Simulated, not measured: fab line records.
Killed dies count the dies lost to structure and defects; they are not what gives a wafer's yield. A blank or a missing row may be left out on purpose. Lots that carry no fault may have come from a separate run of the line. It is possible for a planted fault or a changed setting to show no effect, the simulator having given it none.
fab line records	flow nand-harc
record lots=13	wafers=39	last-day=24
route steps=1159 shown P_ZERO_WELL@31 P_STI@83 P_GATE@119
lots untouched by any fault: they come from a run of this same line in which no faults occurred
start-h: the number of hours between the record's first day and the start of the first shown wafer of the lot	wait-h: time in hours since the lot's previous step	" as in the row above	L1.1+2: a single row standing in for several wafers	- no value, or no start was given	* or withheld: withheld	< > ~ a bound
route shown NAME@n: a module of which the file shows steps, and the number in the route of the first	usual: the fault-free wafers' mean and standard deviation	same: alike in all rows	chamber/n: place in a boat	sites: the reading at each site	_std_site: their standard deviation	_edge_site: inner sites' mean taken away from outer sites' mean	radius-mm: how far each site lies from the wafer's centre	mask NAME#n: copy n	behind: tool/chamber where the wafer was last shaped	hold: the reason the lot was held/the length of the hold in hours/how it ended	device: names the non-switching transistor (n, p or np)	end of line: the route-end tests of the same wafers	a step given without rows: its recipe and nothing more	killed: count of dies lost to structure and defects at first sort (not the wafer's yield)	map: a wafer's dies, marking killed ones x, the rest . and places with no die _
set.NAME: the run value of the setting; set.NAME@STEP: its run value at that earlier step	model.NAME: the simulator's own value behind a step, which no gauge read
route steps across a sampled set of lots; one table per step, one row per wafer
services: the hour from which a tool's chamber was out of use, counted from the record's first day as start-h (under 0 if before that day), plus the number of hours and why
## steps
# step NHARC_P_ZERO_WELL_DESCUM_26
# recipe time-s=3	o2-flow-sccm=200	ar-flow-sccm=0	bias-power-w=0	chemistry=O2
# usual drypump-motor-current-A=5.7/0.35	oes-product-au=1.002/0.0075	rf-vpp-V=57.7/0.86	showerhead-plenum-p-Torr=1.92/0.08	throttle-valve-pct=11.310/0.0089
lot.wafer	tool	chamber	start-h	wait-h	drypump-motor-current-A	oes-product-au	rf-hours-counter-h	rf-vpp-V	showerhead-plenum-p-Torr	throttle-valve-pct
L229.4	rie-diel-13	1	14.51	-	5.3	1.012	6	58.9	1.99	11.305
L229.5	"	1	"	"	5.3	1.017	-	58.4	1.99	11.307
L229.6	"	2	"	"	5.1	1.007	-	57.3	1.82	11.303
L230.4	rie-diel-05	3	20.62	-	6.4	0.998	1	57.1	1.93	11.310
L230.2	"	1	"	"	5.8	0.995	1	57.3	1.86	11.316
L230.6	"	0	"	"	5.9	0.997	-	58.5	1.97	11.323
L231.2	rie-diel-08	3	26.75	-	5.7	1.014	3	55.6	1.84	11.318
L231.1	"	2	"	"	5.8	1.003	2	59.2	2.06	11.322
L231.6	"	3	"	"	5.7	1.013	-	56.6	1.84	11.308
L232.1	rie-diel-13	3	32.62	-	5.6	0.993	8	57.3	2.03	11.309
L232.2	"	2	"	"	5.1	1.013	8	57.4	1.82	11.325
L232.5	"	0	"	"	5.9	1.001	-	57.0	1.85	11.305
L233.2	rie-diel-13	2	38.81	-	5.1	1.004	8	58.9	1.82	11.305
L233.3	"	3	"	"	5.6	0.992	9	57.8	2.03	11.304
L233.4	"	0	"	"	5.9	1.006	9	57.5	1.85	11.301
L237.1	rie-diel-08	3	62.67	-	5.7	1.012	5	58.0	1.84	11.315
L237.5	"	2	"	"	5.8	1.011	-	58.5	2.06	11.293
L237.6	"	3	"	"	5.7	1.011	-	56.6	1.84	11.298
L244.1	rie-diel-05	2	104.76	-	5.2	1.000	7	56.9	1.84	11.306
L244.4	"	0	"	"	6.0	1.002	7	57.6	1.97	11.298
L244.5	"	2	"	"	5.2	1.011	-	56.7	1.84	11.306
L246.4	rie-diel-13	1	116.86	-	5.3	1.009	0	58.8	1.99	11.292
L246.6	"	1	"	"	5.3	1.019	-	57.9	1.99	11.311
L246.5	"	2	"	"	5.1	1.011	-	57.3	1.82	11.306
L247.3	rie-diel-08	2	122.63	-	5.8	0.997	9	58.7	2.06	11.320
L247.2	"	3	"	"	5.7	1.008	10	57.0	1.84	11.312
L247.6	"	0	"	"	5.7	0.985	-	55.7	1.88	11.320
L249.4	rie-diel-05	2	135.08	-	5.2	1.001	9	57.3	1.84	11.307
L249.3	"	0	"	"	6.0	1.000	10	58.3	1.97	11.283
L249.2	"	1	"	"	5.8	0.987	9	58.0	1.86	11.305
L250.1	rie-diel-08	1	140.82	-	5.9	0.993	1	56.9	1.93	11.307
L250.2	"	2	"	"	5.8	0.995	1	59.2	2.06	11.318
L250.3	"	3	"	"	5.7	0.994	1	58.1	1.84	11.326
L251.2	rie-diel-08	0	146.80	-	5.6	1.000	2	56.7	1.88	11.318
L251.6	"	3	"	"	5.7	1.008	-	57.2	1.84	11.306
L251.5	"	0	"	"	5.7	0.997	-	57.4	1.88	11.295
L252.3	rie-diel-13	2	152.78	-	5.1	0.995	3	57.5	1.82	11.298
L252.1	"	1	"	"	5.4	1.009	5	57.1	1.99	11.322
L252.5	"	2	"	"	5.1	1.013	-	56.0	1.82	11.315
# step NHARC_P_STI_CD_MEAS_09
# recipe target-cd-nm=200	landing-energy-ev=500
# usual cd-nm=199.9/1.9
lot.wafer	tool	chamber	start-h	wait-h	cd-nm
L229.4	cd-sem-03	0	34.79	-	201.2
L229.5	"	0	"	"	200.6
L229.6	"	0	"	"	202.5
L230.2	cd-sem-01	0	40.94	-	199.2
L230.4	"	0	"	"	196.9
L230.6	"	0	"	"	199.7
L231.1	cd-sem-01	0	48.37	-	197.5
L231.2	"	0	"	"	198.9
L231.6	"	0	"	"	199.3
L232.1	cd-sem-03	0	54.32	-	195.7
L232.2	"	0	"	"	199.2
L232.5	"	0	"	"	199.4
L233.2	cd-sem-03	0	61.73	-	199.7
L233.3	"	0	"	"	197.7
L233.4	"	0	"	"	197.8
L237.1	cd-sem-03	0	84.67	-	201.1
L237.5	"	0	"	"	201.1
L237.6	"	0	"	"	203.1
L244.1	cd-sem-02	0	126.52	-	200.3
L244.4	"	0	"	"	201.6
L244.5	"	0	"	"	202.4
L247.2	cd-sem-01	0	140.27	-	199.9
L247.3	"	0	"	"	200.0
L247.6	"	0	"	"	198.2
L246.4	cd-sem-02	0	140.44	-	202.0
L246.5	"	0	"	"	201.3
L246.6	"	0	"	"	197.8
L249.2	cd-sem-01	0	155.29	-	202.5
L249.3	"	0	"	"	201.3
L249.4	"	0	"	"	206.2
L250.1	cd-sem-03	0	160.93	-	198.8
L250.2	"	0	"	"	198.9
L250.3	"	0	"	"	200.5
L251.2	cd-sem-03	0	168.31	-	197.7
L251.5	"	0	"	"	200.5
L251.6	"	0	"	"	198.2
L252.1	cd-sem-02	0	174.11	-	199.8
L252.3	"	0	"	"	198.1
L252.5	"	0	"	"	200.0
# step NHARC_P_GATE_EXPOSE_08
# recipe na=0.6	dose-mj=16.75	mask-id=P_HV
# usual reticle-temp-C=23.01/0.11
lot.wafer	tool	chamber	start-h	wait-h	mask	reticle-temp-C
L229.4	krf-scanner-03	0	64.75	-	P_HV#0	22.89
L229.5	"	0	"	"	P_HV#0	22.77
L229.6	"	0	"	"	P_HV#0	22.89
L230.2	krf-scanner-01	0	80.33	-	P_HV#0	22.96
L230.4	"	0	"	"	P_HV#0	23.02
L230.6	"	0	"	"	P_HV#0	22.87
L231.1	krf-scanner-02	0	86.47	-	P_HV#0	22.97
L231.2	"	0	"	"	P_HV#0	22.92
L231.6	"	0	"	"	P_HV#0	22.95
L232.1	krf-scanner-03	0	92.65	-	P_HV#0	23.04
L232.2	"	0	"	"	P_HV#0	23.03
L232.5	"	0	"	"	P_HV#0	23.04
L233.2	krf-scanner-03	0	99.06	-	P_HV#0	22.90
L233.3	"	0	"	"	P_HV#0	22.95
L233.4	"	0	"	"	P_HV#0	22.81
L237.1	krf-scanner-02	0	124.06	-	P_PSD#0	23.07
L237.5	"	0	"	"	P_PSD#0	23.08
L237.6	"	0	"	"	P_PSD#0	23.02
L244.1	krf-scanner-02	0	166.82	-	P_HV#0	23.04
L244.4	"	0	"	"	P_HV#0	23.03
L244.5	"	0	"	"	P_HV#0	23.14
L247.2	krf-scanner-02	0	179.51	-	P_HV#0	23.03
L247.3	"	0	"	"	P_HV#0	23.02
L247.6	"	0	"	"	P_HV#0	23.02
L246.4	krf-scanner-03	0	179.69	-	P_HV#0	23.06
L246.5	"	0	"	"	P_HV#0	22.97
L246.6	"	0	"	"	P_HV#0	22.97
L249.2	krf-scanner-02	0	199.85	-	P_HV#0	22.82
L249.3	"	0	"	"	P_HV#0	22.92
L249.4	"	0	"	"	P_HV#0	22.99
L250.1	krf-scanner-01	0	200.17	-	P_HV#0	23.09
L250.2	"	0	"	"	P_HV#0	23.12
L250.3	"	0	"	"	P_HV#0	23.09
L251.2	krf-scanner-01	0	207.44	-	P_HV#0	23.25
L251.5	"	0	"	"	P_HV#0	23.20
L251.6	"	0	"	"	P_HV#0	23.12
L252.1	krf-scanner-03	0	207.60	-	P_HV#0	23.07
L252.3	"	0	"	"	P_HV#0	23.02
L252.5	"	0	"	"	P_HV#0	23.03
# step NHARC_P_GATE_CD_MEAS_11
# recipe target-cd-nm=1640	landing-energy-ev=500
# usual cd-nm=1640.0/1.4
lot.wafer	tool	chamber	start-h	wait-h	cd-nm
L229.4	cd-sem-02	0	64.90	-	1641.3
L229.5	"	0	"	"	1640.8
L229.6	"	0	"	"	1643.5
L230.2	cd-sem-03	0	80.48	-	1639.2
L230.4	"	0	"	"	1638.7
L230.6	"	0	"	"	1638.9
L231.1	cd-sem-01	0	86.63	-	1638.6
L231.2	"	0	"	"	1641.9
L231.6	"	0	"	"	1640.4
L232.1	cd-sem-01	0	92.81	-	1640.4
L232.2	"	0	"	"	1640.8
L232.5	"	0	"	"	1639.8
L233.2	cd-sem-01	0	99.21	-	1639.0
L233.3	"	0	"	"	1638.1
L233.4	"	0	"	"	1639.3
L237.1	cd-sem-01	0	124.22	-	-
L237.5	"	0	"	"	-
L237.6	"	0	"	"	-
L244.1	cd-sem-02	0	166.98	-	1639.4
L244.4	"	0	"	"	1638.4
L244.5	"	0	"	"	1640.9
L247.2	cd-sem-01	0	179.67	-	1640.6
L247.3	"	0	"	"	1642.3
L247.6	"	0	"	"	1642.8
L246.4	cd-sem-01	0	179.84	-	1641.4
L246.5	"	0	"	"	1641.1
L246.6	"	0	"	"	1639.0
L249.2	cd-sem-01	0	200.00	-	1639.5
L249.3	"	0	"	"	1637.7
L249.4	"	0	"	"	1639.5
L250.1	cd-sem-01	0	200.33	-	1640.7
L250.2	"	0	"	"	1638.7
L250.3	"	0	"	"	1640.3
L251.2	cd-sem-03	0	207.60	-	1640.6
L251.5	"	0	"	"	1639.8
L251.6	"	0	"	"	1642.6
L252.1	cd-sem-02	0	207.76	-	1638.7
L252.3	"	0	"	"	1640.7
L252.5	"	0	"	"	1640.9
# step NHARC_P_GATE_ETCH_32
# recipe target-depth-a=1500	over-etch-frac=1	over-etch-ion-energy-ev=40	time-s=100.1	hbr-flow-sccm=150	cl2-flow-sccm=50	rf-w=400	icp-w=400	bias-w=100	chemistry=HBr/Cl2
# usual drypump-motor-current-A=5.7/0.6	oes-product-au=1.000/0.0074	throttle-valve-pct=26.405/0.0086
lot.wafer	tool	chamber	start-h	wait-h	drypump-motor-current-A	oes-product-au	rf-hours-counter-h	throttle-valve-pct
L229.4	rie-si-04	0	80.29	-	6.3	0.992	1.4	26.400
L229.5	"	2	"	"	5.2	0.996	-	26.403
L229.6	"	3	"	"	5.4	0.986	-	26.412
L230.2	rie-si-04	1	95.36	-	6.5	0.996	1.3	26.405
L230.4	"	2	"	"	5.2	0.996	1.4	26.406
L230.6	"	1	"	"	6.5	0.998	-	26.408
L231.1	rie-si-03	3	101.12	-	5.2	0.995	0.8	26.403
L231.2	"	1	"	"	5.2	1.000	0.9	26.400
L231.6	"	3	"	"	5.2	0.998	-	26.413
L232.1	rie-si-03	2	107.55	-	4.7	0.992	1.0	26.402
L232.2	"	3	"	"	5.2	0.985	1.0	26.399
L232.5	"	1	"	"	5.3	1.002	-	26.414
L233.2	rie-si-04	2	113.94	-	5.2	0.992	0.1	26.414
L233.4	"	3	"	"	5.4	0.997	0.0	26.406
L233.3	"	0	"	"	6.3	1.003	0.0	26.385
L237.1	rie-si-06	3	140.96	-	6.6	0.997	1.2	26.406
L237.6	"	2	"	"	5.6	0.996	-	26.407
L237.5	"	3	"	"	6.6	0.999	-	26.409
L244.1	rie-si-06	1	181.65	-	5.9	1.022	1.6	26.408
L244.4	"	3	"	"	6.6	1.008	1.7	26.395
L244.5	"	1	"	"	5.9	1.011	-	26.400
L247.2	rie-si-03	3	196.54	-	5.2	0.998	0.3	26.417
L247.3	"	0	"	"	6.4	1.001	0.3	26.399
L247.6	"	2	"	"	4.7	1.000	-	26.407
L246.4	rie-si-04	2	196.87	-	5.2	0.993	0.7	26.389
L246.6	"	0	"	"	6.3	0.995	-	26.397
L246.5	"	1	"	"	6.5	0.997	-	26.412
L249.2	rie-si-04	1	214.70	-	6.5	0.998	0.9	26.400
L249.3	"	2	"	"	5.2	0.995	0.9	26.412
L249.4	"	3	"	"	5.4	1.003	0.9	26.418
L250.2	rie-si-06	2	214.76	-	5.6	1.000	0.2	26.402
L250.1	"	3	"	"	6.7	1.007	0.2	26.409
L250.3	"	0	"	"	5.5	1.006	0.2	26.411
L251.2	rie-si-06	1	221.87	-	5.9	1.018	0.2	26.400
L251.6	"	0	"	"	5.4	1.012	-	26.410
L251.5	"	1	"	"	5.9	1.005	-	26.413
L252.1	rie-si-06	2	223.07	-	5.6	1.009	0.3	26.396
L252.3	"	1	"	"	5.9	0.998	0.3	26.409
L252.5	"	3	"	"	6.6	1.003	-	26.411
## services
tool	chamber	start-h	hours	kind
krf-scanner-03	-	-4.00	4.0	pm
rie-si-06	-	6.00	9.0	pm
krf-scanner-03	-	35.41	0.7	repair
krf-scanner-02	-	38.00	4.0	pm
krf-scanner-02	-	60.02	2.6	repair
rie-diel-05	3	60.80	5.5	repair
krf-scanner-02	-	71.01	0.3	repair
krf-scanner-01	-	77.76	0.3	repair
krf-scanner-01	-	84.00	4.0	pm
krf-scanner-02	-	95.81	1.6	repair
rie-diel-13	-	99.00	9.0	pm
rie-si-04	-	99.00	9.0	pm
krf-scanner-01	-	116.77	0.3	repair
krf-scanner-01	-	118.14	0.6	repair
rie-diel-08	-	124.80	9.0	pm
rie-diel-13	3	129.03	8.8	repair
rie-diel-13	2	131.68	11.2	repair
krf-scanner-02	-	146.76	0.7	repair
krf-scanner-03	-	168.00	4.0	pm
krf-scanner-02	-	172.61	0.6	repair
rie-si-06	-	183.00	9.0	pm
rie-diel-08	3	184.93	4.5	repair
rie-diel-08	3	206.54	9.9	repair
krf-scanner-02	-	210.00	4.0	pm
## key
first-sign step=NHARC_P_GATE_EXPOSE_08	reading=mask	direction=changed
effect step=NHARC_P_GATE_CD_MEAS_11	reading=cd-nm	direction=missing
met-at NHARC_P_GATE_EXPOSE_08
struck-lots L237
later-rows-left-out L237.1,L237.5,L237.6
sort-left-out L237.1,L237.5,L237.6
tester-left-out L237
not-acting-at NHARC_P_ZERO_WELL_DESCUM_26,NHARC_P_STI_CD_MEAS_09,NHARC_P_GATE_ETCH_32
onset-between 86.47 124.06
fault kind=wrong-mask	tool=any	chamber=-	onset-h=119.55	steps=NHARC_P_GATE_EXPOSE_08	aux-copy=P_PSD#0	scope=struck-lots-only
# tester-left-out: of these lots the tester's yield and bins aren't shown, on N5 and GAA mostly nor the transistor test; their killed dies are dies lost to structure and defects alone, not to doping, threshold or leakage, so they don't give the yield
# sort-left-out: the simulated sort isn't trusted on such a fault, so these wafers' sort isn't shown, and their yield isn't known
# later-rows-left-out: the simulator's readings of these wafers behind a module that went badly wrong aren't trusted and aren't shown, but for the sort
